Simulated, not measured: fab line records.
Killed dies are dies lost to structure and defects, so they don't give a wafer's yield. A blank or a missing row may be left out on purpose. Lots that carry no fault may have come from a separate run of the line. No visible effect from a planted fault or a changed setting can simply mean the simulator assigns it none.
A lot that was struck, set against a sound lot	flow nand_harc	39 steps out of a route of 1302
Sound: the wafers L261.1, L261.2, L261.3. Struck: wafers L271.1, L271.2, L271.4. The cause comes at the end.
Per side, at each step with rows, come the tool, then ch with its chambers, and then its first start. Under that, the readings that differ: sound wafers	struck wafers	difference of the means	sigmas: that difference in standard deviations of wafers without a fault.
alike: readings whose means differ by less than 2 such deviations, and words and numbers that are the same on both sides. not compared: withheld readings, readings that some wafer has no value for, bounds like >300 that may hide the same value, and numbers for which the record gives no deviation and whose values overlap.
The two part at a step that has a row with sigmas, a row that says differs or no value, or rows on one side only. Non-overlapping numbers with no deviation appear without sigmas and do not part them. A reading that every wafer of one side lacks parts them only if that side has two wafers or more.

first, 12 steps without rows for these wafers: NHARC_A_CHANNEL_FILL_D1_ALD_02 (deposits SiO2, target thk 6 nm, pulse time 10 s, ald cycles 60); NHARC_A_CHANNEL_FILL_D1_ALD_03 (deposits SiNx, target thk 6 nm, pulse time 60 s, ald cycles 58); NHARC_A_CHANNEL_FILL_D1_ALD_14 (deposits SiO2, target thk 2.5 nm, pulse time 10 s, ald cycles 25); NHARC_A_CHANNEL_FILL_D1_ALD_15 (deposits SiNx, target thk 2 nm, pulse time 60 s, ald cycles 19); NHARC_A_CHANNEL_FILL_D1_ALD_16 (deposits SiO2, target thk 1.5 nm, pulse time 10 s, ald cycles 15); NHARC_A_CHANNEL_FILL_D1_ANNEAL_17 (time 1800 s); NHARC_A_CHANNEL_FILL_D1_CVD_18 (deposits poly-Si, target thk 3 nm); NHARC_A_CHANNEL_FILL_D1_ETCHBACK_19 (etches the open film in HBr/Cl2, target depth 5 nm, time 1.7 s); NHARC_A_CHANNEL_FILL_D1_ETCHBACK_20 (etches the open film in C4F8/O2/Ar, target depth 27 nm, time 13.5 s); NHARC_A_CHANNEL_FILL_D1_STRIP_28 (strips in O2, time 20 s); NHARC_A_CHANNEL_FILL_D1_PRECLEAN_21 (cleans in dHF, time 30 s); NHARC_A_CHANNEL_FILL_D1_SRD_23.
NHARC_A_CHANNEL_FILL_D1_CVD_05: deposits poly-Si, target thk 5 nm.
  sound on lpcvd_poly-03 ch 0, day 13 00:08; struck on lpcvd_poly-03 ch 0, day 16 16:35
reading	sound	struck	difference	sigmas
spike_tc_bottom_C (C)	571.0 574.4 573.2	583.9 585.2 585.5	+12.0	+10
spike_tc_centre_C (C)	550.2 549.3 550.5	559.9 561.2 561.0	+10.7	+7
spike_tc_lower_C (C)	548.7 549.8 550.4	560.3 560.9 558.9	+10.4	+12
spike_tc_top_C (C)	567.4 570.8 569.8	578.7 577.8 577.3	+8.6	+6
spike_tc_upper_C (C)	548.2 549.4 548.9	559.5 558.9 557.8	+9.9	+10
  alike: zone_power_centre_pct
then, 24 steps without rows for these wafers: NHARC_A_CHANNEL_FILL_D1_ANNEAL_22 (time 7200 s); NHARC_A_CHANNEL_FILL_D1_ALD_25 (deposits SiOx, target thk 60 nm, pulse time 10 s, ald cycles 600); NHARC_A_CHANNEL_FILL_D1_ETCHBACK_08 (etches the open film in C4F8, target depth 220 nm, time 110 s); NHARC_A_CHANNEL_FILL_D1_STRIP_29 (strips in O2, time 20 s); NHARC_A_CHANNEL_FILL_D1_PRECLEAN_30 (cleans in dHF, time 30 s); NHARC_A_CHANNEL_FILL_D1_SRD_31; NHARC_A_CHANNEL_FILL_D1_CVD_09 (deposits poly-Si, target thk 150 nm, time 3000 s); NHARC_A_CHANNEL_FILL_D1_CMP_10 (polishes, target thk 150 nm); NHARC_A_CHANNEL_FILL_D1_SRD_12; NHARC_A_DECK1_JOINT_ETCHBACK_07 (etches the open film in HBr, target depth 105 nm, time 26.9 s); NHARC_A_DECK1_JOINT_ETCH_25 (etches SiO2 in dHF, target depth 0.5 nm); NHARC_A_DECK1_JOINT_ETCH_19 (etches poly-Si in TMAH, target depth 3 nm); NHARC_A_DECK1_JOINT_ETCH_18 (etches SiO2 in dHF, target depth 3 nm); NHARC_A_DECK1_JOINT_WET_08 (chemistry H3PO4, time 86 s); NHARC_A_DECK1_JOINT_ETCH_09 (etches SiO2 in dHF, target depth 5 nm); NHARC_A_DECK1_JOINT_WET_10 (chemistry H3PO4, time 86 s); NHARC_A_DECK1_JOINT_ETCH_11 (etches SiO2 in dHF, target depth 35 nm); NHARC_A_DECK1_JOINT_CVD_12 (deposits poly-Si, target thk 90 nm, time 1800 s); NHARC_A_DECK1_JOINT_CMP_13 (polishes, target thk 51.023 nm); NHARC_A_DECK1_JOINT_SRD_04; NHARC_A_DECK1_JOINT_ETCHBACK_00 (etches the open film in HBr, target depth 30 nm, time 17.4 s); NHARC_A_DECK1_JOINT_PRECLEAN_30 (cleans in SC1); NHARC_A_DECK1_JOINT_SRD_31; NHARC_A_DECK1_JOINT_CVD_34 (deposits SiNx, target thk 20 nm).
-- record jumps: 14 days between struck wafers' starts before vs after; left off in module A_DECK1_JOINT, resumes in module END, first step shown is number 1301 of the route --
NHARC_END_WLT_00:
  sound on prober-01, day 27 11:04; struck on prober-01, day 31 02:50
reading	sound	struck	difference	sigmas
VT_DECK1_BOTTOM	0.847 0.847 0.851	0.927 0.938 0.920	+0.080	+11
VT_DECK1_BOTTOM_INNER	0.851 0.854 0.850	0.931 0.939 0.913	+0.076	+10
VT_DECK1_MEDIAN_NEAR_BOTTOM	0.852 0.851 0.845	0.934 0.940 0.925	+0.084	+10
VT_DECK1_MEDIAN_NEAR_BOTTOM_INNER	0.841 0.845 0.853	0.934 0.936 0.926	+0.086	+11
VT_DECK1_MIDDLE	0.867 0.862 0.863	0.940 0.948 0.951	+0.082	+11
VT_DECK1_MIDDLE_INNER	0.870 0.870 0.866	0.949 0.954 0.944	+0.080	+12
VT_DECK1_TOP	0.873 0.893 0.876	0.965 0.961 0.969	+0.084	+12
VT_DECK1_TOP_INNER	0.881 0.865 0.876	0.956 0.963 0.973	+0.090	+13
  alike: VT_DECK2_BOTTOM, VT_DECK2_BOTTOM_INNER, VT_DECK2_MEDIAN_NEAR_BOTTOM, VT_DECK2_MEDIAN_NEAR_BOTTOM_INNER, VT_DECK2_MIDDLE, VT_DECK2_MIDDLE_INNER, VT_DECK2_TOP, VT_DECK2_TOP_INNER
  not compared: hold
NHARC_END_SORT_01:
  sound on prober-01 ch 0, day 27 14:02; struck on prober-01 ch 0, day 31 11:37
reading	sound	struck	difference	sigmas
hold	- - -	await_dispo/5.8h/release await_dispo/5.8h/release await_dispo/5.8h/release	no value on the sound wafers	
  alike: killed_at_array, killed_at_other, killed_at_periphery, killed_dies, killed_open, killed_short

WHERE THEY PART
Earliest at NHARC_A_CHANNEL_FILL_D1_CVD_05; latest, in this record, at NHARC_END_SORT_01.

WHY: what had been put in by the simulator
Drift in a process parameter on lpcvd_poly-03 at NHARC_A_CHANNEL_FILL_D1_CVD_05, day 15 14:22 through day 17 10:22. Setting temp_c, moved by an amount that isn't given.
